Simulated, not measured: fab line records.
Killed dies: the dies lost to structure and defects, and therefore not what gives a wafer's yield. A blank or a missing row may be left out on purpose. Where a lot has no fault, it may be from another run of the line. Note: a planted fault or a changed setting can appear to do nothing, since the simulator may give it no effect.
fab line records	flow nandHarc
record: lots: 12	wafers: 36	lastDay: 24
route steps=1159 shown A_SLIT@799 A_WL_FILL@814
lots untouched by any fault: they come from a run of this same line in which no faults occurred
startH: hours from the record's first day to the start of the lot's first wafer shown	waitH: hours since the lot's step before	" repeats the value in the row above	L1.1+2: one row covering several wafers at once	- value missing, or start not given	* or withheld: withheld	< > ~ a bound
route shown NAME@n: NAME is a module with steps in the file, n the number in the route of the first one	usual: mean and standard deviation over wafers with no fault	same: alike in all rows	chamber/n: place in a boat	sites: readings site by site	_std_site: standard deviation across them	_edge_site: the outer-site mean with the inner-site mean subtracted	radiusMm: how far each site lies from the wafer's centre	mask NAME#n: copy n	behind: the tool/chamber that last shaped the wafer	hold: why the lot went on hold/how many hours it stayed there/how the hold came to an end	device: whichever transistor did not switch (one of n, p or np)	end of line: tests run on the same wafers once the route is complete	step lacking rows: just its recipe	killed: the dies lost at the first sort to structure and to defects; this is not the yield of the wafer	map: the dies of a wafer, with x for killed, . for not killed, _ for no die there
set.NAME: the setting as run; set.NAME@STEP: as run at that earlier step	model.NAME: the simulator's own value behind a step, which no gauge read
steps of the route over a sample of lots; a table a step, a row a wafer
services: the hour from which a tool's chamber was out of use, counted from the record's first day as startH (under 0 if before that day), plus the number of hours and why
== steps ==
step: NHARC_A_SLIT_ETCH_29
recipe: targetDepthA: 1000	overetchA: 100	timeS: 55	ionEnergyEv: 100	cf4FlowSccm: 80	o2FlowSccm: 20	arFlowSccm: 0	rfW: 300	biasW: 100	chemistry: CF4/O2
usual: biasW: 100.0/0.33	drypumpMotorCurrentA: 6.0/0.42	oes_o_777_au: 1.000/0.005	oesProductAu: 1.001/0.0093	rfVppV: 198.2/1.3	showerheadPlenumPTorr: 1.35/0.051	throttleValvePct: 13.399/0.0086
lot.wafer	tool	chamber	startH	waitH	biasW	drypumpMotorCurrentA	oes_o_777_au	oesProductAu	rfHoursCounterH	rfVppV	showerheadPlenumPTorr	throttleValvePct
L340.4	rieDiel-04	0	316.49	0.1	99.6	6.1	1.001	1.015	3	198.5	1.36	13.387
L340.2	"	2	"	"	99.7	6.2	1.006	0.995	1	198.2	1.34	13.395
L340.3	"	3	"	"	99.9	6.2	1.000	1.001	3	198.2	1.37	13.391
L339.1	rieDiel-04	2	318.16	0.1	99.9	6.2	0.999	1.002	1	197.8	1.34	13.397
L339.5	"	2	"	"	99.9	6.2	1.005	1.004	-	197.0	1.34	13.387
L339.6	"	3	"	"	100.0	6.2	0.998	0.999	-	198.0	1.37	13.391
L345.2	rieDiel-04	0	348.72	0.1	100.0	6.1	0.980	1.008	6	198.4	1.36	13.401
L345.6	"	1	"	"	100.1	6.3	0.999	0.998	-	197.7	1.36	13.400
L345.5	"	2	"	"	100.2	6.3	1.012	1.003	-	197.8	1.34	13.399
L346.3	rieDiel-04	3	350.30	0.1	100.4	6.2	1.001	0.985	5	197.3	1.37	13.393
L346.1	"	0	"	"	100.0	6.1	0.995	1.015	6	198.0	1.36	13.388
L346.4	"	2	"	"	99.7	6.3	1.001	1.009	3	197.4	1.34	13.396
L344.4	rieDiel-07	3	350.66	0.1	100.1	5.4	0.996	1.011	9	197.0	1.29	13.393
L344.6	"	1	"	"	100.4	5.8	1.000	0.992	-	199.0	1.42	13.392
L344.5	"	2	"	"	100.0	5.7	1.003	0.997	-	195.1	1.25	13.398
L349.4	rieDiel-11	1	381.62	0.1	100.4	6.6	1.001	1.012	0	193.5	1.26	13.390
L349.5	"	1	"	"	100.3	6.6	1.008	1.006	-	197.0	1.26	13.399
L349.6	"	2	"	"	100.3	5.9	1.004	1.003	-	199.7	1.34	13.391
L347.2	rieDiel-04	2	381.79	0.1	99.2	6.3	0.999	0.985	6	199.4	1.34	13.406
L347.5	"	2	"	"	99.7	6.3	1.005	0.995	-	198.6	1.34	13.398
L347.6	"	3	"	"	99.3	6.2	0.998	0.994	-	199.4	1.37	13.382
L350.2	rieDiel-07	3	399.49	0.1	99.9	5.4	0.992	1.008	13	197.0	1.29	13.395
L350.3	"	2	"	"	100.3	5.6	1.001	0.997	12	195.9	1.25	13.402
L350.5	"	0	"	"	100.0	5.3	1.003	1.019	-	197.3	1.37	13.409
L351.3	rieDiel-04	1	401.17	0.1	99.7	6.3	0.995	1.004	9	198.1	1.36	13.405
L351.1	"	2	"	"	100.0	6.2	1.003	0.998	7	198.5	1.34	13.400
L351.2	"	0	"	"	99.7	6.1	1.000	1.014	9	198.2	1.36	13.388
L355.3	rieDiel-07	1	419.58	0.1	99.9	5.8	1.000	1.009	0	199.3	1.42	13.406
L355.5	"	0	"	"	100.5	5.3	0.990	1.007	-	199.6	1.38	13.411
L355.6	"	1	"	"	99.7	5.9	1.003	0.997	-	199.6	1.42	13.392
L361.1	rieDiel-04	1	459.81	0.1	99.6	6.3	0.996	0.989	13	198.8	1.36	13.403
L361.2	"	0	"	"	99.3	6.1	0.997	1.004	13	199.2	1.36	13.402
L361.5	"	2	"	"	100.1	6.3	1.000	1.000	-	197.2	1.34	13.396
L360.4	rieDiel-11	2	461.27	0.1	100.2	5.9	0.998	0.990	6	199.4	1.34	13.399
L360.2	"	1	"	"	100.0	6.6	1.009	1.010	5	197.7	1.26	13.391
L360.5	"	3	"	"	100.3	5.1	1.003	0.999	-	200.8	1.43	13.387
step: NHARC_A_SLIT_STRIP_18
recipe: o2FlowSccm: 500	arFlowSccm: 0	biasW: 0	chemistry: O2
usual: drypumpMotorCurrentA: 6.0/0.43	oesProductAu: 1.001/0.0094	rfVppV: 58.0/0.85	showerheadPlenumPTorr: 3.58/0.13	throttleValvePct: 17.037/0.0092
same: biasW: 0
lot.wafer	tool	chamber	startH	waitH	drypumpMotorCurrentA	oesProductAu	rfHoursCounterH	rfVppV	showerheadPlenumPTorr	throttleValvePct
L340.3	rieDiel-04	2	-	-	6.3	0.998	1	56.8	3.54	17.031
L340.4	"	0	"	"	6.1	1.017	3	58.6	3.60	17.033
L340.2	"	1	"	"	6.3	1.001	3	57.6	3.60	17.031
L339.1	rieDiel-04	0	-	-	6.1	1.016	3	56.2	3.60	17.037
L339.5	"	3	"	"	6.2	1.000	-	58.0	3.62	17.026
L339.6	"	0	"	"	6.1	1.011	-	58.2	3.60	17.036
L345.2	rieDiel-04	2	-	-	6.3	1.006	3	60.0	3.54	17.029
L345.6	"	3	"	"	6.2	0.998	-	58.0	3.62	17.029
L345.5	"	0	"	"	6.1	1.011	-	58.1	3.60	17.034
L346.3	rieDiel-04	1	-	-	6.3	0.994	5	58.3	3.59	17.045
L346.1	"	2	"	"	6.3	0.990	3	57.6	3.54	17.054
L346.4	"	0	"	"	6.1	1.005	6	57.5	3.60	17.057
L344.4	rieDiel-07	0	-	-	5.3	1.014	9	58.4	3.63	17.033
L344.5	"	3	"	"	5.4	1.006	-	58.1	3.42	17.047
L344.6	"	0	"	"	5.3	1.014	-	58.7	3.63	17.021
L349.4	rieDiel-11	0	-	-	6.1	0.979	1	58.7	3.70	17.049
L349.5	"	1	"	"	6.6	1.005	-	58.6	3.34	17.039
L349.6	"	2	"	"	5.9	0.980	-	57.0	3.55	17.033
L347.2	rieDiel-04	2	-	-	6.3	0.987	6	56.5	3.54	17.033
L347.5	"	3	"	"	6.2	0.995	-	58.7	3.62	17.031
L347.6	"	0	"	"	6.1	1.008	-	58.6	3.60	17.049
L350.2	rieDiel-07	2	-	-	5.7	0.999	12	56.8	3.31	17.043
L350.3	"	1	"	"	5.9	0.990	12	58.1	3.73	17.048
L350.5	"	3	"	"	5.4	1.005	-	57.0	3.42	17.054
L351.1	rieDiel-04	0	-	-	6.1	1.009	9	57.6	3.60	17.036
L351.2	"	1	"	"	6.3	1.006	9	59.1	3.59	17.035
L351.3	"	2	"	"	6.3	0.999	8	57.4	3.54	17.034
L355.3	rieDiel-07	0	-	-	5.3	0.997	0	58.9	3.63	17.046
L355.5	"	0	"	"	5.3	0.998	-	58.4	3.63	17.042
L355.6	"	1	"	"	5.8	1.001	-	59.2	3.73	17.050
L361.2	rieDiel-04	2	-	-	6.2	0.999	12	58.0	3.54	17.025
L361.1	"	0	"	"	6.1	1.017	13	58.3	3.60	17.038
L361.5	"	2	"	"	6.3	0.996	-	58.3	3.54	17.033
L360.2	rieDiel-11	3	-	-	5.1	0.995	6	58.0	3.76	17.027
L360.4	"	0	"	"	6.1	0.986	5	59.7	3.69	17.036
L360.5	"	0	"	"	6.1	0.991	-	58.0	3.69	17.036
step: NHARC_A_WL_FILL_ETCHBACK_04
recipe: targetDepthA: 600	timeS: 120	chemistry: NF3
usual: drypumpMotorCurrentA: 5.8/0.37	oesProductAu: 0.999/0.0091
lot.wafer	tool	chamber	startH	waitH	drypumpMotorCurrentA	oesProductAu	rfHoursCounterH
L340.2	rieMetal-01	1	330.92	2.9	6.3	0.986	3.4
L340.3	"	1	"	"	6.3	0.984	-
L340.4	"	0	"	"	5.7	1.003	-
L339.1	rieMetal-02	1	331.02	2.4	5.2	1.019	4.2
L339.6	"	0	"	"	6.2	1.014	-
L339.5	"	1	"	"	5.1	1.012	-
L346.1	rieMetal-03	1	361.25	2.4	5.7	0.994	1.7
L346.3	"	1	"	"	5.7	0.996	-
L346.4	"	0	"	"	5.7	0.994	-
L344.4	rieMetal-01	1	361.57	2.0	6.3	0.992	-
L344.6	"	0	"	"	5.7	0.998	-
L344.5	"	1	"	"	6.3	1.002	-
L345.2	rieMetal-02	1	364.10	2.4	5.2	1.009	5.3
L345.5	"	0	"	"	6.2	1.011	-
L345.6	"	1	"	"	5.2	1.010	-
L347.2	rieMetal-02	0	401.50	2.4	6.2	0.988	0.0
L347.6	"	1	"	"	5.2	0.992	-
L347.5	"	0	"	"	6.2	0.989	-
L349.4	rieMetal-03	1	401.73	2.0	5.7	1.001	-
L349.5	"	0	"	"	5.7	1.007	-
L349.6	"	1	"	"	5.7	1.000	-
L350.2	rieMetal-01	0	414.47	2.9	5.6	0.990	2.2
L350.3	"	0	"	"	5.7	0.998	-
L350.5	"	1	"	"	6.3	0.985	-
L351.2	rieMetal-02	1	414.58	2.8	5.2	0.992	0.5
L351.1	"	0	"	"	6.3	1.009	0.5
L351.3	"	0	"	"	6.2	0.994	-
L355.3	rieMetal-01	0	431.35	1.5	5.7	0.996	-
L355.5	"	1	"	"	6.3	0.994	-
L355.6	"	0	"	"	5.7	0.990	-
L361.2	rieMetal-01	1	472.98	2.4	6.3	0.997	4.0
L361.1	"	0	"	"	5.6	0.999	4.0
L361.5	"	0	"	"	5.7	0.989	-
L360.2	rieMetal-03	1	473.62	2.9	5.7	1.313	0.2
L360.4	"	0	"	"	5.6	1.013	-
L360.5	"	1	"	"	5.7	1.316	-
step: NHARC_A_WL_FILL_STRIP_27
recipe: powerW: 1500	tempC: 250	timeS: 20	chemistry: N2/H2
usual: drypumpMotorCurrentA: 6.0/0.51	heaterPowerW: 336/37
lot.wafer	tool	chamber	startH	waitH	drypumpMotorCurrentA	heaterPowerW	rfHoursCounterH
L340.2	plasmaAsher-01	1	331.32	0.2	6.3	325	15
L340.4	"	0	"	"	6.5	374	-
L340.3	"	1	"	"	6.3	326	-
L339.1	plasmaAsher-02	0	331.36	0.1	5.2	271	50
L339.5	"	0	"	"	5.2	272	-
L339.6	"	1	"	"	6.0	361	-
L346.1	plasmaAsher-01	1	361.65	0.1	6.3	326	24
L346.4	"	0	"	"	6.5	367	-
L346.3	"	1	"	"	6.3	322	-
L344.4	plasmaAsher-01	0	361.92	0.2	6.5	366	-
L344.5	"	1	"	"	6.3	321	-
L344.6	"	0	"	"	6.5	376	-
L345.2	plasmaAsher-01	0	364.53	0.2	6.5	371	25
L345.5	"	1	"	"	6.3	325	-
L345.6	"	0	"	"	6.5	365	-
L347.2	plasmaAsher-02	0	401.92	0.2	5.2	289	11
L347.6	"	1	"	"	6.0	365	-
L347.5	"	0	"	"	5.2	279	-
L349.4	plasmaAsher-02	1	402.07	0.2	6.0	355	-
L349.6	"	1	"	"	6.0	365	-
L349.5	"	0	"	"	5.2	281	-
L350.2	plasmaAsher-02	1	414.87	0.1	5.9	370	14
L350.3	"	1	"	"	5.9	365	-
L350.5	"	0	"	"	5.2	288	-
L351.1	plasmaAsher-02	0	414.98	0.2	5.1	281	14
L351.2	"	1	"	"	5.9	368	14
L351.3	"	1	"	"	6.0	367	-
L355.3	plasmaAsher-02	1	431.68	0.1	6.0	367	-
L355.5	"	1	"	"	6.0	364	-
L355.6	"	0	"	"	5.1	288	-
L361.1	plasmaAsher-02	0	473.37	0.1	5.2	278	37
L361.2	"	1	"	"	5.9	375	37
L361.5	"	0	"	"	5.2	285	-
L360.2	plasmaAsher-01	1	474.01	0.1	6.3	344	6
L360.4	"	1	"	"	6.3	343	-
L360.5	"	1	"	"	6.3	356	-
== services ==
tool	chamber	startH	hours	kind
rieDiel-04	0	297.92	-	clean
rieDiel-04	1	297.92	-	clean
rieDiel-04	2	297.92	-	clean
rieDiel-04	3	297.92	-	clean
rieMetal-03	-	309.02	0.2	repair
rieDiel-04	2	310.00	5.4	repair
rieDiel-04	0	322.57	-	clean
rieDiel-04	1	322.57	-	clean
rieMetal-01	-	332.00	9.0	pm
plasmaAsher-01	-	356.87	1.1	repair
plasmaAsher-02	-	360.34	9.0	pm
rieDiel-11	-	366.50	9.0	pm
rieDiel-04	0	374.74	6.6	repair
rieMetal-02	-	388.00	9.0	pm
rieDiel-04	3	389.28	15.7	repair
rieDiel-07	-	405.20	9.0	pm
rieDiel-04	3	444.79	35.0	repair
plasmaAsher-02	-	449.56	4.0	repair
rieMetal-03	-	453.00	9.0	pm
plasmaAsher-01	-	453.26	9.0	pm
rieMetal-01	0	455.90	2.6	repair
rieDiel-07	0	459.11	5.9	repair
rieMetal-03	-	462.02	0.7	repair
rieDiel-04	-	465.92	9.0	pm
== key ==
firstSign: step: NHARC_A_WL_FILL_ETCHBACK_04	reading: oesProductAu	direction: up	sigmas: 35	usual: 0.999	struck: 1.315
effect none on later readings
metAt NHARC_A_WL_FILL_ETCHBACK_04
struckLots L360
struckWafers L360.2,L360.5
testerLeftOut L360
notActingAt NHARC_A_SLIT_ETCH_29,NHARC_A_SLIT_STRIP_18,NHARC_A_WL_FILL_STRIP_27
onsetBetween 401.73 473.62
fault: kind: processParameterDrift	tool: rieMetal-03	chamber: -	onsetH: 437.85	steps: NHARC_A_WL_FILL_ETCHBACK_04	channel: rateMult	offset: 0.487	shape: step	endH: 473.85	scope: struckWafersOnly
testerLeftOut: of these lots the tester's yield and bins aren't shown, on N5 and GAA mostly nor the transistor test; their killed dies are dies lost to structure and defects alone, not to doping, threshold or leakage, so they don't give the yield
